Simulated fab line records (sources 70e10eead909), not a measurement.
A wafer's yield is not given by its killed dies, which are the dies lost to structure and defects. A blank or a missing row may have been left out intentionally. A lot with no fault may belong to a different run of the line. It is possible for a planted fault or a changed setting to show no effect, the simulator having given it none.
Chamber matching | flow nandHarc | NHARC_A_M1_DEP_33 on pecvd-01: 3 sister chambers
The step deposits SiCN, target thk 30 nm. 6 wafers are shown with their chamber, then 7 later ones without.

WAFERS PAIRED WITH THEIR CHAMBERS
wafer  | chamber | heaterPowerW (W) | rfFwdPowerW (W)
L934.3 | 0       | 477              | 449.7
L944.3 | 0       | 616              | 449.4
L953.3 | 1       | 526              | 452.0
L953.5 | 2       | 641              | 447.3
L951.1 | 1       | 582              | 449.5
L951.2 | 2       | 628              | 450.4

WAFERS MISSING THEIR CHAMBER
wafer  | heaterPowerW (W) | rfFwdPowerW (W)
L951.6 | 591              | 449.5
L956.2 | 560              | 448.7
L956.3 | 659              | 448.5
L956.6 | 577              | 449.1
L955.1 | 593              | 447.7
L955.3 | 598              | 448.2
L955.4 | 602              | 449.5

CHAMBER TAKEN BY EACH
wafer  | from the rows above          | in truth
L951.6 | can't be placed: 0 or 2 or 1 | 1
L956.2 | can't be placed: 0 or 2 or 1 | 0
L956.3 | can't be placed: 2 or 0 or 1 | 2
L956.6 | can't be placed: 0 or 2 or 1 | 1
L955.1 | can't be placed: 2 or 0 or 1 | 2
L955.3 | can't be placed: 2 or 0 or 1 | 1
L955.4 | can't be placed: 2 or 0 or 1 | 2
Placed correctly: 0 of 7. Not placeable from these rows: 7 (in 7, the candidates include the true chamber). Wrongly placed: 0.
How it was worked out, from the rows above alone: a wafer's distance from a chamber is the root of the sum, over the readings, of the square of ((its reading less the chamber's mean) divided by the reading's scatter). If the next closest chamber is less than 2 further off than the closest, the wafer can't be placed; otherwise it belongs to the closest. A chamber's mean is the mean of its shown wafers. The scatter is the square root of a quotient: the sum, over the shown wafers, of each reading's squared deviation from its chamber's mean, divided by wafers minus chambers.
